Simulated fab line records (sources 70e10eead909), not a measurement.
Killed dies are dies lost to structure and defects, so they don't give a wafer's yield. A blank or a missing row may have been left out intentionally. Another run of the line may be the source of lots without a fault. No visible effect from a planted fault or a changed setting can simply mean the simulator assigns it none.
Chamber matching | flow nand-harc | pecvd-03 running NHARC_A_CONTACT_DEP_29: 3 sister chambers
The step deposits SiON, target thk 70 nm. 6 wafers are shown with their chamber, then 9 later ones without.

== EACH WAFER AND ITS CHAMBER ==
wafer  | chamber | heater-power-w (W) | heater-power-outer-w (W)
L079.4 | 1       | 693                | 422
L081.1 | 1       | 653                | 385
L081.3 | 0       | 878                | 495
L084.3 | 2       | 589                | 337
L084.5 | 0       | 878                | 488
L084.6 | 2       | 606                | 334

== WAFERS WITHOUT THEIR CHAMBER ==
wafer  | heater-power-w (W) | heater-power-outer-w (W)
L083.1 | 1026               | 583
L083.3 | 633                | 354
L083.6 | 630                | 350
L090.1 | 662                | 399
L090.2 | 620                | 343
L090.4 | 667                | 407
L092.1 | 975                | 556
L092.5 | 981                | 564
L092.6 | 594                | 369

== CHAMBER TAKEN BY EACH ==
wafer  | from the rows above     | in truth
L083.1 | 0                       | 0
L083.3 | can't be placed: 2 or 1 | 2
L083.6 | 2                       | 2
L090.1 | 1                       | 1
L090.2 | 2                       | 2
L090.4 | 1                       | 1
L092.1 | 0                       | 0
L092.5 | 0                       | 0
L092.6 | 2                       | 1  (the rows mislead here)
Placed correctly: 7 of 9. These rows do not allow placing 1 (true chamber among the candidates in 1). Wrongly placed: 1.
How it was worked out, from the rows above alone: a wafer's distance from a chamber is the root of the sum, over the readings, of the square of ((its reading less the chamber's mean) divided by the reading's scatter). The wafer belongs to the nearest chamber; if the next one is less than 2 further off, it can't be placed. The mean given for a chamber averages the wafers shown for that chamber. The scatter is the square root of a quotient: the sum, over the shown wafers, of each reading's squared deviation from its chamber's mean, divided by wafers minus chambers.
